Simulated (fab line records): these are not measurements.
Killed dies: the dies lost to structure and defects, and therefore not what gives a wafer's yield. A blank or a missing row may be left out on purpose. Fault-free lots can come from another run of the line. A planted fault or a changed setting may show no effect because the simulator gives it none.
fab line records	flow n5-finfet
record: lots: 4	wafers: 12	last-day: 18
route steps=1938 shown BEOL_M0_SAQP@652 BEOL_M4@1111 PASSIVATION@1936
lots with no fault: from the same line, run without faults
start-h: the number of hours between the record's first day and the start of the first shown wafer of the lot	wait-h: hours elapsed since this lot's preceding step	" unchanged from the row above	L1.1+2: a single row standing in for several wafers	- no value, or no start given	* or withheld: withheld	< > ~ a bound
route shown NAME@n: names a module that has steps shown in the file, with the first one's number in the route	usual: average and standard deviation across the fault-free wafers	same: alike in all rows	chamber/n: place in a boat	sites: each site's reading	_std_site: standard deviation of those values	_edge_site: outer sites' mean less inner sites'	radius-mm: how far each site lies from the wafer's centre	mask NAME#n: copy n	behind: tool/chamber where the wafer was last shaped	hold: why the lot went on hold/how many hours it stayed there/how the hold came to an end	device: the n, p or np transistor that did not switch	end of line: at the end of the route, the tests of the same wafers	where a step has no rows: the recipe by itself	killed: the dies lost at the first sort to structure and to defects; this is not the yield of the wafer	map: shows each die of a wafer: x if killed, . if not, _ if none is there
set.NAME: the setting that was run; set.NAME@STEP: the one run at that earlier step	model.NAME: the simulator's own value behind a step, which no gauge read
lots seen at some steps along the route; tables by step, rows by wafer
services: a tool's chamber out of use, with start hour (start-h, from the record's first day; less than 0 if before it), hours out, and reason
== steps ==
step: N5_BEOL_M0_SAQP_DESCUM_19
recipe: chemistry: O2	time-s: 7.9	source-power-w: 50	bias-power-w: 20	pressure-mtorr: 20	rf-frequency-hz: 2.712e+07	temp-c: 40	resist: CAR-ArF	o2-flow-sccm: 225
step: N5_BEOL_M0_SAQP_ETCH_83
recipe: chemistry: CF4	target: SiARC	target-depth-a: 390	mask-material: CAR-ArF	time-s: 65	ion-energy-ev: 80	pressure-mtorr: 40	source-w: 545	bias-w: 36	Ar_flow_sccm: 100	cf4-flow-sccm: 100	ends: cleared
step: N5_BEOL_M0_SAQP_ETCH_84
recipe: chemistry: N2/H2	target: SOC	target-depth-a: 1000	overetch-a: 200	mask-material: SiARC	temp-c: 40	time-s: 150	ion-energy-ev: 200	pressure-mtorr: 30	source-w: 840	bias-w: 150	n2-flow-sccm: 200	h2-flow-sccm: 200
step: N5_BEOL_M0_SAQP_STRIP_80
recipe: chemistry: N2/H2	temp-c: 40	n2-flow-sccm: 200	h2-flow-sccm: 200	rf-frequency-hz: 6e+07
step: N5_BEOL_M0_SAQP_HM_OPEN_112
recipe: chemistry: CHF3/O2	target: SiO2	stop-on: a-Si	target-depth-a: 120	over-etch-frac: 1.25	mask-material: SOC	time-s: 13.5	pressure-mtorr: 30	source-w: 650	bias-w: 170	Ar_flow_sccm: 200	CHF3_flow_sccm: 50	O2_flow_sccm: 5	ion-energy-ev: 200	ends: end-point
step: N5_BEOL_M0_SAQP_STRIP_113
recipe: chemistry: CHF3/O2	resist: SiARC	rf-frequency-hz: 6e+07
step: N5_BEOL_M0_SAQP_MANDREL_ETCH_20
recipe: target-depth-a: 600	chemistry: HBr/Cl2	target: a-Si	stop-on: SiNx	bt-time-s: 10	mask-material: SOC	over-etch-frac: 0.5	time-s: 30	pressure-mtorr: 10	icp-w: 800	bias-w: 75	HBr_flow_sccm: 150	Cl2_flow_sccm: 80	ends: end-point
step: N5_BEOL_M0_SAQP_STRIP_86
recipe: chemistry: N2/H2	power-w: 500	temp-c: 40	pressure-mtorr: 50	rf-frequency-hz: 6e+07	overash-fraction: 0.3	bias-power-w: 28	h2-frac: 0.5	n2-flow-sccm: 300	h2-flow-sccm: 300
step: N5_BEOL_M0_SAQP_STRIP_115
recipe: chemistry: post-etch-residue-remover	time-s: 60	temp-c: 25	remover-ph: withheld	remover-water-wt-pct: withheld	remover-fluoride-wt-pct: withheld
step: N5_BEOL_M0_SAQP_SRD_93
recipe: dry: ipa-marangoni	time-s: 30	temp-c: 23	rinse-liquid: diw
step: N5_BEOL_M0_SAQP_RECESS_114
recipe: chemistry: HF/NH3	target: SiO2	target-depth-a: 144	afs-cycles: 3	temp-c: 30	sublimation-temp-c: 180	sublimation-time-s: 60
step: N5_BEOL_M0_SAQP_SPACER1_ALD_98
recipe: material: SiO2	target-thk-a: 128	temp-c: 300	ald-precursor-family: BDEAS	ald-co-reactant: O2-plasma	pulse-time-s: 1	purge-time-s: 2	co-reactant-purge-time-s: 2	ald-cycles: 138	pressure-torr: 2
usual: ald-cycles: 138/0	chamber-pressure-Torr: 2.000/0.0047	heater-power-w: 481/55	precursor-pulse-height-rel: 1.001/0.02
lot.wafer	tool	chamber	start-h	wait-h	ald-cycles	chamber-pressure-Torr	heater-power-w	precursor-pulse-height-rel	model.SiO2_of_BEOL_M0_SAQP_SPACER1_ALD_98.thk-nm
L161.1	ald-sin-04	3	171.17	0.3	138	2.003	429	0.989	12.8
L161.2	"	1	"	"	138	1.999	456	1.017	12.6
L161.5	"	0	"	"	138	2.003	502	1.014	12.8
L168.3	ald-sin-04	2	209.81	0.1	201	1.995	533	0.973	18.8
L168.4	"	3	"	"	201	1.998	436	1.052	18.8
L168.5	"	3	"	"	201	2.005	427	1.009	18.8
L170.2	ald-sin-04	1	219.65	0.3	201	1.996	455	0.999	18.6
L170.3	"	0	"	"	201	2.002	502	1.027	18.6
L170.4	"	1	"	"	201	1.998	448	1.005	18.4
L174.3	ald-sin-01	0	247.79	0.1	138	1.999	485	1.010	12.8
L174.5	"	0	"	"	138	2.000	467	0.961	12.8
L174.6	"	3	"	"	138	1.993	457	1.001	12.8
step: N5_BEOL_M0_SAQP_SPACER1_ETCHBACK_99
recipe: chemistry: CHF3/O2	mode: anisotropic-etchback	target: SiO2	target-depth-a: 154	time-s: 7.7	pressure-mtorr: 30	source-w: 650	bias-w: 170	Ar_flow_sccm: 200	CHF3_flow_sccm: 50	O2_flow_sccm: 5	ion-energy-ev: 200
step: N5_BEOL_M0_SAQP_MANDREL1_REMOVE_100
recipe: chemistry: HBr/Cl2/O2	bt-time-s: 10	target: a-Si	stop-on: SiNx	endpoint: OES-SiCl	over-etch-frac: 0.85	icp-w: 600	bias-w: 30	HBr_flow_sccm: 150	Cl2_flow_sccm: 80	O2_flow_sccm: 5	pressure-mtorr: 10
usual: drypump-motor-current-A: 5.9/0.54	mfc-cl2-sccm: 80.02/0.24	oes-product-au: 1.004/0.017	throttle-valve-pct: 36.5/0.32
lot.wafer	tool	chamber	start-h	wait-h	drypump-motor-current-A	mfc-cl2-sccm	oes-product-au	rf-hours-counter-h	throttle-valve-pct	model.SiO2_of_BEOL_M0_SAQP_SPACER1_ALD_98.thk-nm	model.BEOL_M0_SAQP.cd-nm
L161.1	rie-si-05	3	171.79	0.1	6.6	80.27	0.999	68	37.0	7.4	12.6
L161.2	"	2	"	"	5.1	80.18	1.010	72	36.2	7.4	12.4
L161.5	"	0	"	"	5.9	80.02	0.980	-	37.0	7.4	12.6
L168.3	rie-si-01	1	210.37	0.1	6.2	80.48	0.993	1	36.8	13.4	18.8
L168.4	"	0	"	"	5.9	80.06	1.007	41	36.6	13.4	18.8
L168.5	"	1	"	"	6.2	80.00	1.003	-	36.8	13.4	18.8
L170.2	rie-si-06	3	220.21	0.1	6.1	80.10	1.020	2	37.0	13.2	18.4
L170.3	"	2	"	"	5.9	79.94	0.993	19	36.4	13.2	18.6
L170.4	"	0	"	"	5.9	79.60	1.037	3	36.3	13.2	18.4
L174.3	rie-si-01	1	248.35	0.1	6.2	80.13	0.994	2	36.8	7.4	12.6
L174.5	"	2	"	"	4.7	79.81	1.029	-	36.5	7.4	12.6
L174.6	"	1	"	"	6.2	80.21	0.992	-	36.8	7.4	12.8
step: N5_BEOL_M0_SAQP_CD_MEAS_25
recipe: target-cd-nm: 13.1	landing-energy-ev: 1000	detector: se-inlens
usual: cd-nm: 12.81/0.24
lot.wafer	tool	chamber	start-h	wait-h	cd-nm
L161.1	cd-sem-01	0	171.91	0.1	12.61
L161.2	"	0	"	"	12.55
L161.5	"	0	"	"	12.86
L168.3	cd-sem-01	0	210.49	0.1	18.45
L168.4	"	0	"	"	19.04
L168.5	"	0	"	"	19.09
L170.2	cd-sem-03	0	220.32	0.1	18.32
L170.3	"	0	"	"	18.20
L170.4	"	0	"	"	18.10
L174.3	cd-sem-03	0	248.47	0.1	12.82
L174.5	"	0	"	"	12.77
L174.6	"	0	"	"	12.73
step: N5_BEOL_M0_SAQP_ETCH_101
recipe: chemistry: CH3F/O2	target: SiNx	mask-material: SiO2	target-depth-a: 299	time-s: 42.7	pressure-mtorr: 30	source-w: 395	bias-w: 73	Ar_flow_sccm: 150	CH3F_flow_sccm: 30	O2_flow_sccm: 20	ion-energy-ev: 120
step: N5_BEOL_M4_RC_MEAS_101
usual: DIBL_N: 35.8/1.5	DIBL_P: 35.9/1.8	IOFF_N: 0.152/0.025	IOFF_P: 0.21/0.031	ION_N: 672/11	ION_P: 462/7.4	SS_N: 71.5/0.52	SS_P: 73.2/0.54	VT_N: 250/3	VT_P: -250/3.3
lot.wafer	tool	chamber	start-h	wait-h	DIBL_N[mV/V]	DIBL_P[mV/V]	IOFF_N[nA/um]	IOFF_P[nA/um]	ION_N[uA/um]	ION_P[uA/um]	SS_N[mV/dec]	SS_P[mV/dec]	VT_N[mV]	VT_P[mV]
L161.1	prober-01	0	239.21	0.0	37.3	34.8	0.157	0.20	658	452	71.4	73.3	251	-253
L161.2	"	0	"	"	37.0	34.5	0.139	0.20	677	461	71.0	74.2	253	-250
L161.5	"	0	"	"	36.4	33.4	0.132	0.18	666	457	71.2	73.0	252	-254
L174.3	prober-02	0	321.31	0.3	33.7	33.5	0.125	0.17	660	456	71.3	72.7	253	-253
L174.5	"	0	"	"	36.9	36.4	0.165	0.21	670	455	72.2	72.7	251	-251
L174.6	"	0	"	"	32.6	32.1	0.106	0.16	652	455	71.2	72.3	255	-255
step: N5_PASSIVATION_PROBE_49
usual: defect-limited-yield: 91.7/1.7	killed_at_M0_to_M3: 34/10	killed_at_M4_up: 13/5.1	killed-at-contacts: 12/6.2	killed-at-front-end: 36/12	killed-at-other: 3.2/2.6	killed-dies: 98/20	killed-on-rim: 13/4.5	killed-open: 65/13	killed-short: 32/8.4	sort_bin_5_function: 4.8/1.1	sort_bin_6_memory: 3.2/0.74	sort_bin_8_speed: 0.00/0.012	sort-n-pass: 1082/20	sort-yield-pct: 91.7/1.7
same: gross-dies: 1180	killed-at-back-side: 0	sort_bin_4_leakage[%]: 0
lot.wafer	tool	chamber	start-h	wait-h	defect-limited-yield[%]	killed_at_M0_to_M3	killed_at_M4_up	killed-at-contacts	killed-at-front-end	killed-at-other	killed-dies	killed-on-rim	killed-open	killed-short	sort_bin_5_function[%]	sort_bin_6_memory[%]	sort_bin_8_speed[%]	sort-n-pass	sort-yield-pct[%]
L161.1	prober-02	-	345.14	0.0	90.9	37	12	22	32	4	107	12	80	27	5.8	3.1	0	1073	90.9
L161.2	prober-02	-	345.19	0.1	86.7	59	21	24	46	7	157	28	104	52	7.7	5.3	0	1023	86.7
L161.5	prober-02	-	345.34	0.2	91.8	36	15	20	18	8	97	17	69	28	4.8	3.0	0	1083	91.8
L168.3	prober-01	-	376.59	0.1	0	1081	26	14	50	9	1180	152	78	42	95.3	4.5	0	0	0
L168.4	prober-01	-	376.64	0.2	0	1120	11	9	39	1	1180	152	66	28	96.6	3.3	0	0	0
L168.5	prober-01	-	376.69	0.2	0	1083	18	17	57	5	1180	152	88	41	95.8	3.8	0	0	0
L170.2	prober-02	-	381.95	0.1	0	1115	14	14	35	2	1180	152	80	35	96.0	3.9	0	0	0
L170.3	prober-02	-	382.00	0.1	0	1134	13	7	23	3	1180	152	56	28	96.3	3.1	0	0	0
L170.4	prober-02	-	382.05	0.2	0	1121	18	10	30	1	1180	152	55	23	97.3	2.5	0	0	0
L174.3	prober-01	-	434.26	0.1	91.2	28	11	29	36	0	104	16	62	42	4.7	4.2	0	1076	91.2
L174.5	prober-01	-	434.36	0.2	87.5	49	18	31	40	10	148	23	99	40	6.6	5.0	0	1032	87.5
L174.6	prober-01	-	434.41	0.3	91.4	31	19	25	24	3	102	14	68	33	5.3	3.1	0.08	1077	91.3
killed by level:class
L161.1 MOL_CONTACT_COAG:geometric-particle:open=18 BEOL_M0_SAQP:geometric-particle:open=9 BEOL_M1:geometric-particle:open=9 BEOL_M0_SAQP:geometric-particle:short=8 FIN_SAQP:geometric-particle:open=7 STARTING-WAFER:geometric-particle:open=7 BEOL_M4:geometric-particle:open=7 STI_FIN_REVEAL:geometric-particle:open=4
L161.2 MOL_CONTACT_COAG:geometric-particle:open=18 FIN_SAQP:geometric-particle:short=14 FIN_SAQP:geometric-particle:open=14 BEOL_M1:geometric-particle:open=13 BEOL_M2:geometric-particle:open=13 BEOL_M4:geometric-particle:open=11 BEOL_M0_SAQP:geometric-particle:short=9 BEOL_M0_SAQP:geometric-particle:open=9
L161.5 MOL_CONTACT_COAG:geometric-particle:open=16 BEOL_M0_SAQP:geometric-particle:open=7 BEOL_M1:geometric-particle:open=7 BEOL_M2:geometric-particle:open=6 BEOL_M4:geometric-particle:open=6 FIN_SAQP:geometric-particle:short=5 FIN_SAQP:geometric-particle:open=5 DUMMY_GATE:geometric-particle:open=5
L168.3 BEOL_M0_SAQP:area-ald=1060 STI_FIN_REVEAL:geometric-particle:open=11 MOL_CONTACT_COAG:geometric-particle:open=11 GATE_CUT:geometric-particle:short=10 BEOL_M5:geometric-particle:open=8 BEOL_M2:geometric-particle:open=7 BEOL_M4:geometric-particle:open=7 FIN_SAQP:geometric-particle:short=6
L168.4 BEOL_M0_SAQP:area-ald=1084 GATE_CUT:geometric-particle:open=9 GATE_CUT:geometric-particle:short=9 BEOL_M3:geometric-particle:open=9 MOL_CONTACT_COAG:geometric-particle:open=7 BEOL_M2:geometric-particle:open=7 STI_FIN_REVEAL:geometric-particle:open=6 BEOL_M0_SAQP:geometric-particle:open=5
L168.5 BEOL_M0_SAQP:area-ald=1050 FIN_SAQP:geometric-particle:open=14 MOL_CONTACT_COAG:geometric-particle:open=14 STI_FIN_REVEAL:geometric-particle:open=9 BEOL_M2:geometric-particle:open=9 BEOL_M4:geometric-particle:open=9 FIN_SAQP:geometric-particle:short=8 GATE_CUT:geometric-particle:short=7
L170.2 BEOL_M0_SAQP:area-ald=1064 BEOL_M0_SAQP:geometric-particle:open=19 BEOL_M0_SAQP:geometric-particle:short=11 MOL_CONTACT_COAG:geometric-particle:open=11 BEOL_M2:geometric-particle:open=11 FIN_SAQP:geometric-particle:open=7 STI_FIN_REVEAL:geometric-particle:open=6 FIN_SAQP:geometric-particle:short=5
L170.3 BEOL_M0_SAQP:area-ald=1096 BEOL_M2:geometric-particle:open=12 BEOL_M0_SAQP:geometric-particle:short=8 MOL_CONTACT_COAG:geometric-particle:open=7 BEOL_M4:geometric-particle:short=6 BEOL_M0_SAQP:geometric-particle:open=5 BEOL_M1:geometric-particle:open=5 STI_FIN_REVEAL:geometric-particle:open=4
L170.4 BEOL_M0_SAQP:area-ald=1100 MOL_CONTACT_COAG:geometric-particle:open=8 FIN_SAQP:geometric-particle:short=6 DUMMY_GATE:geometric-particle:open=5 STI_FIN_REVEAL:geometric-particle:open=5 BEOL_M2:geometric-particle:open=5 BEOL_M4:geometric-particle:open=5 FIN_SAQP:geometric-particle:open=4
L174.3 MOL_CONTACT_COAG:geometric-particle:open=20 MOL_CONTACT_COAG:geometric-particle:short=9 STI_FIN_REVEAL:geometric-particle:open=8 STI_FIN_REVEAL:geometric-particle:short=5 BEOL_M0_SAQP:geometric-particle:short=5 BEOL_M2:geometric-particle:open=5 BEOL_M4:geometric-particle:open=5 FIN_SAQP:geometric-particle:short=4
L174.5 MOL_CONTACT_COAG:geometric-particle:open=27 BEOL_M2:geometric-particle:open=11 BEOL_M3:geometric-particle:open=10 HKMG_FIN:area-etch=9 BEOL_M0_SAQP:geometric-particle:short=8 STI_FIN_REVEAL:geometric-particle:open=7 BEOL_M0_SAQP:geometric-particle:open=6 BEOL_M4:geometric-particle:open=6
L174.6 MOL_CONTACT_COAG:geometric-particle:open=13 MOL_CONTACT_COAG:geometric-particle:short=12 BEOL_M4:geometric-particle:open=10 DUMMY_GATE:geometric-particle:open=7 BEOL_M1:geometric-particle:open=7 BEOL_M0_SAQP:geometric-particle:short=6 BEOL_M0_SAQP:geometric-particle:open=5 BEOL_M2:geometric-particle:open=4
map L168.3 (x killed, . not)
_________________xxxxxxxxxxxx________________
______________xxxxxxxxxxxxxxxxxx_____________
___________xxxxxxxxxxxxxxxxxxxxxxxx__________
__________xxxxxxxxxxxxxxxxxxxxxxxxxx_________
________xxxxxxxxxxxxxxxxxxxxxxxxxxxxxx_______
_______xxxxxxxxxxxxxxxxxxxxxxxxxxxxxxxx______
______xxxxxxxxxxxxxxxxxxxxxxxxxxxxxxxxxx_____
_____xxxxxxxxxxxxxxxxxxxxxxxxxxxxxxxxxxxx____
____xxxxxxxxxxxxxxxxxxxxxxxxxxxxxxxxxxxxxx___
___xxxxxxxxxxxxxxxxxxxxxxxxxxxxxxxxxxxxxxxx__
___xxxxxxxxxxxxxxxxxxxxxxxxxxxxxxxxxxxxxxxx__
__xxxxxxxxxxxxxxxxxxxxxxxxxxxxxxxxxxxxxxxxxx_
__xxxxxxxxxxxxxxxxxxxxxxxxxxxxxxxxxxxxxxxxxx_
_xxxxxxxxxxxxxxxxxxxxxxxxxxxxxxxxxxxxxxxxxxxx
_xxxxxxxxxxxxxxxxxxxxxxxxxxxxxxxxxxxxxxxxxxxx
_xxxxxxxxxxxxxxxxxxxxxxxxxxxxxxxxxxxxxxxxxxxx
_xxxxxxxxxxxxxxxxxxxxxxxxxxxxxxxxxxxxxxxxxxxx
_xxxxxxxxxxxxxxxxxxxxxxxxxxxxxxxxxxxxxxxxxxxx
_xxxxxxxxxxxxxxxxxxxxxxxxxxxxxxxxxxxxxxxxxxxx
_xxxxxxxxxxxxxxxxxxxxxxxxxxxxxxxxxxxxxxxxxxxx
_xxxxxxxxxxxxxxxxxxxxxxxxxxxxxxxxxxxxxxxxxxxx
__xxxxxxxxxxxxxxxxxxxxxxxxxxxxxxxxxxxxxxxxxx_
__xxxxxxxxxxxxxxxxxxxxxxxxxxxxxxxxxxxxxxxxxx_
___xxxxxxxxxxxxxxxxxxxxxxxxxxxxxxxxxxxxxxxx__
___xxxxxxxxxxxxxxxxxxxxxxxxxxxxxxxxxxxxxxxx__
____xxxxxxxxxxxxxxxxxxxxxxxxxxxxxxxxxxxxxx___
_____xxxxxxxxxxxxxxxxxxxxxxxxxxxxxxxxxxxx____
______xxxxxxxxxxxxxxxxxxxxxxxxxxxxxxxxxx_____
_______xxxxxxxxxxxxxxxxxxxxxxxxxxxxxxxx______
________xxxxxxxxxxxxxxxxxxxxxxxxxxxxxx_______
__________xxxxxxxxxxxxxxxxxxxxxxxxxx_________
___________xxxxxxxxxxxxxxxxxxxxxxxx__________
______________xxxxxxxxxxxxxxxxxx_____________
_________________xxxxxxxxxxxx________________
map L170.2 (x killed, . not)
_________________xxxxxxxxxxxx________________
______________xxxxxxxxxxxxxxxxxx_____________
___________xxxxxxxxxxxxxxxxxxxxxxxx__________
__________xxxxxxxxxxxxxxxxxxxxxxxxxx_________
________xxxxxxxxxxxxxxxxxxxxxxxxxxxxxx_______
_______xxxxxxxxxxxxxxxxxxxxxxxxxxxxxxxx______
______xxxxxxxxxxxxxxxxxxxxxxxxxxxxxxxxxx_____
_____xxxxxxxxxxxxxxxxxxxxxxxxxxxxxxxxxxxx____
____xxxxxxxxxxxxxxxxxxxxxxxxxxxxxxxxxxxxxx___
___xxxxxxxxxxxxxxxxxxxxxxxxxxxxxxxxxxxxxxxx__
___xxxxxxxxxxxxxxxxxxxxxxxxxxxxxxxxxxxxxxxx__
__xxxxxxxxxxxxxxxxxxxxxxxxxxxxxxxxxxxxxxxxxx_
__xxxxxxxxxxxxxxxxxxxxxxxxxxxxxxxxxxxxxxxxxx_
_xxxxxxxxxxxxxxxxxxxxxxxxxxxxxxxxxxxxxxxxxxxx
_xxxxxxxxxxxxxxxxxxxxxxxxxxxxxxxxxxxxxxxxxxxx
_xxxxxxxxxxxxxxxxxxxxxxxxxxxxxxxxxxxxxxxxxxxx
_xxxxxxxxxxxxxxxxxxxxxxxxxxxxxxxxxxxxxxxxxxxx
_xxxxxxxxxxxxxxxxxxxxxxxxxxxxxxxxxxxxxxxxxxxx
_xxxxxxxxxxxxxxxxxxxxxxxxxxxxxxxxxxxxxxxxxxxx
_xxxxxxxxxxxxxxxxxxxxxxxxxxxxxxxxxxxxxxxxxxxx
_xxxxxxxxxxxxxxxxxxxxxxxxxxxxxxxxxxxxxxxxxxxx
__xxxxxxxxxxxxxxxxxxxxxxxxxxxxxxxxxxxxxxxxxx_
__xxxxxxxxxxxxxxxxxxxxxxxxxxxxxxxxxxxxxxxxxx_
___xxxxxxxxxxxxxxxxxxxxxxxxxxxxxxxxxxxxxxxx__
___xxxxxxxxxxxxxxxxxxxxxxxxxxxxxxxxxxxxxxxx__
____xxxxxxxxxxxxxxxxxxxxxxxxxxxxxxxxxxxxxx___
_____xxxxxxxxxxxxxxxxxxxxxxxxxxxxxxxxxxxx____
______xxxxxxxxxxxxxxxxxxxxxxxxxxxxxxxxxx_____
_______xxxxxxxxxxxxxxxxxxxxxxxxxxxxxxxx______
________xxxxxxxxxxxxxxxxxxxxxxxxxxxxxx_______
__________xxxxxxxxxxxxxxxxxxxxxxxxxx_________
___________xxxxxxxxxxxxxxxxxxxxxxxx__________
______________xxxxxxxxxxxxxxxxxx_____________
_________________xxxxxxxxxxxx________________
== services ==
tool	chamber	start-h	hours	kind
rie-si-05	3	205.71	11.0	repair
ald-sin-04	2	218.00	5.9	repair
== key ==
first-sign: step: N5_BEOL_M0_SAQP_SPACER1_ALD_98	reading: ald-cycles	direction: up	sigmas: 99+	usual: *	struck: *
effect: step: N5_BEOL_M0_SAQP_CD_MEAS_25	reading: cd-nm	direction: up	sigmas: 24	usual: 12.81	struck: 18.53
effect: step: N5_PASSIVATION_PROBE_49	reading: killed_at_M0_to_M3	direction: up	sigmas: 99+	usual: 34	struck: 1109
model-effect: step: N5_BEOL_M0_SAQP_SPACER1_ALD_98	value: SiO2_of_BEOL_M0_SAQP_SPACER1_ALD_98.thk-nm	without: 12.77	struck: 18.67
model-effect: step: N5_BEOL_M0_SAQP_MANDREL1_REMOVE_100	value: SiO2_of_BEOL_M0_SAQP_SPACER1_ALD_98.thk-nm	without: 7.4	struck: 13.3
more-kills-born-at: N5_BEOL_M0_SAQP_SPACER1_ALD_98@ald-sin-04: 6454
met-at N5_BEOL_M0_SAQP_SPACER1_ALD_98
struck-wafers L168.3,L168.4,L168.5,L170.2,L170.3,L170.4
later-rows-left-out L168.3,L168.4,L168.5,L170.2,L170.3,L170.4
onset-between 171.17 209.81
fault: kind: process-parameter-drift	tool: ald-sin-04	chamber: -	onset-h: 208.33	steps: N5_BEOL_M0_SAQP_SPACER1_ALD_98	channel: ald-cycles	offset: *	shape: step	end-h: 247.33	acts-in: *	stated: *
later-rows-left-out: the simulator's readings of these wafers behind a module that went badly wrong aren't trusted and aren't shown, but for the sort
